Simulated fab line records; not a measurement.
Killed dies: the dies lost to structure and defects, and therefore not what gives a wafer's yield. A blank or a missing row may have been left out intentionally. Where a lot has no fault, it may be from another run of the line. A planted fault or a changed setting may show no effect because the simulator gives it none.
Split-lot experiment    flow n5_finfet    7 lots, 21 wafers read, on a route of 1938 steps

ABOUT THE SPLIT
At N5_BEOL_M5_TRENCH_ETCH_37 (etches SiCOH lowk in C4F6/O2, target depth 71.652 nm, time 24.7 s), the setting time_s was moved away from the recipe's 24.7 s on 9 of the 21 wafers read, by -10.0% to +22.0%. This setting was run at the recipe's value on the other wafers.

FROM THE SPLIT TO THE READING: what the file shows between them, 14 steps
- N5_BEOL_M5_ETCH_41: etches SiCN in CH3F/O2, target depth 31.5 nm, time 56.7 s
- N5_BEOL_M5_STRIP_91: strips in N2/H2, time 10 s
- N5_BEOL_M5_OCD_MEAS_38
- N5_BEOL_M5_ALD_86: deposits TaN, pulse time 2 s, purge time 3 s, co reactant purge time 2 s (also split here: ald_cycles)
- N5_BEOL_M5_SURFACE_TREAT_87
- N5_BEOL_M5_CVD_47: deposits Co from CCTBA/H2, target thk 3 nm, time 216 s
- N5_BEOL_M5_ECD_50: material Cu, target thk 300 nm
- N5_BEOL_M5_ANNEAL_51: time 90 s
- N5_BEOL_M5_CMP_52: polishes, stops on SiCOH lowk, t overpolish 6.9 s, target thk 62 nm
- N5_BEOL_M5_THK_MEAS_53: measures by xrf
- N5_BEOL_M5_PRE_CLEAN_77: time 15 s
- N5_BEOL_M5_CO_CAP_78: material Co, precursor CCTBA/H2, target thk 2 nm, time 102.1 s
- N5_BEOL_M5_PRE_CLEAN_55: time 15 s
- N5_BEOL_M5_DEP_56: deposits SiCN from 3MS/NH3, target thk 8 nm, time 14 s

THE READING
M5_RS, in ohm/sq, at N5_BEOL_M5_RS_MEAS_57 (measures by four-point-probe). On this fab line, fault-free wafers typically give 0.381 ohm/sq with a standard deviation of 0.013 ohm/sq.

wafer   tool, chamber at the split  time_s as run, s  against the recipe  M5_RS, ohm/sq  against lot-mates on the recipe
L076.1  rie_diel-03, 0              24.7              recipe              0.357          -
L076.2  rie_diel-03, 1              24.7              recipe              0.372          -
L076.6  rie_diel-03, 1              24.7              recipe              0.371          -
L078.1  rie_diel-03, 1              24.7              recipe              0.400          -
L078.4  rie_diel-03, 3              24.7              recipe              0.371          -
L078.5  rie_diel-03, 1              24.7              recipe              0.385          -
L081.3  rie_diel-06, 0              24.7              recipe              0.396          -
L081.4  rie_diel-06, 3              26.69             +8.1%               0.342          -0.054
L081.6  rie_diel-06, 0              24.7              recipe              0.396          -
L084.1  rie_diel-06, 1              27.42             +11.0%              0.352          no lot-mate on the recipe
L084.4  rie_diel-06, 3              27.42             +11.0%              0.325          no lot-mate on the recipe
L084.6  rie_diel-06, 2              27.42             +11.0%              0.323          no lot-mate on the recipe
L085.2  rie_diel-06, 0              24.7              recipe              0.392          -
L085.5  rie_diel-06, 0              22.23             -10.0%              0.445          +0.053
L085.6  rie_diel-06, 1              22.23             -10.0%              0.468          +0.076
L088.1  rie_diel-04, 2              24.7              recipe              0.375          -
L088.5  rie_diel-04, 3              24.7              recipe              0.363          -
L088.6  rie_diel-04, 2              22.75             -7.9%               0.420          +0.051
L090.1  rie_diel-03, 0              30.13             +22.0%              0.278          -0.099
L090.2  rie_diel-03, 1              24.7              recipe              0.377          -
L090.5  rie_diel-03, 0              30.13             +22.0%              0.277          -0.100

FIT RESULTS
A straight line over all 21 wafers: M5_RS changes by -0.00511 ohm/sq for each +1% of time_s; r = -0.95; the points scatter about the line by 0.015 ohm/sq.
The same after taking each lot's own level away (the mean of its wafers on the recipe; 18 wafers): -0.00508 ohm/sq for each +1%; r = -0.97; scatter 0.01 ohm/sq.
On that fit, the largest move of time_s shifts the reading by 0.11 ohm/sq.
Measured against the standard deviation above, the lots' own levels, which go from 0.3667 to 0.3960 ohm/sq, span 2.3 times it.
The two slopes are in agreement: the lot-to-lot level therefore moves the slope only a little.
Check: with one of the wafers moved furthest among these (+22.0%) left out of the fit, the line predicts -0.115 ohm/sq for it against its lot-mates. Against them it came out at -0.099 ohm/sq.

FURTHER SPLITS ON THESE WAFERS
Note: prior to the reading, these wafers also went through further splits. Each is held against what the fit with the lots' levels taken away leaves over:
other split on the same wafers  wafers away from the commonest value  r with M5_RS (lot level and that fit taken away)
N5_BEOL_M3_COAT_05 spin_rpm     5                                     -0.16
N5_BEOL_M4_COAT_62 spin_rpm     9                                     +0.36
N5_BEOL_M4_DESCUM_16 time_s     7                                     +0.39
N5_BEOL_M5_COAT_05 spin_rpm     6                                     +0.28
N5_BEOL_M5_ALD_86 ald_cycles    7                                     -0.31

THE WHOLE CHAIN: every reading that the file lists as answering this split, in the file's order
step                       what it does                                                         reading                                                                       change (the file's fit)                r (the file's)
N5_BEOL_M5_TRENCH_ETCH_37  etches SiCOH lowk in C4F6/O2, target depth 71.652 nm, time 24.7 s    etch.depth_nm (the simulator's own value, which no gauge read)                +0.79 nm for each +1% of the setting   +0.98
N5_BEOL_M5_TRENCH_ETCH_37  etches SiCOH lowk in C4F6/O2, target depth 71.652 nm, time 24.7 s    BEOL_M5.feature_depth_nm (the simulator's own value, which no gauge read)     +0.788 nm for each +1% of the setting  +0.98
N5_BEOL_M5_OCD_MEAS_38                                                                          trench_depth_nm                                                               +0.798 nm for each +1% of the setting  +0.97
N5_BEOL_M5_CMP_52          polishes, stops on SiCOH lowk, t overpolish 6.9 s, target thk 62 nm  Cu_of_BEOL_M5_ECD_50.thk_nm (the simulator's own value, which no gauge read)  +0.836 nm for each +1% of the setting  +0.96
N5_BEOL_M5_THK_MEAS_53     measures by xrf                                                      M5_THK                                                                        +0.834 for each +1% of the setting     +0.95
N5_BEOL_M5_RS_MEAS_57      measures by four-point-probe                                         M5_RS                                                                         -0.00519 for each +1% of the setting   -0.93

THE FILE'S OWN FIT
M5_RS changes by -0.00519 ohm/sq for each +1% of time_s, r = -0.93.
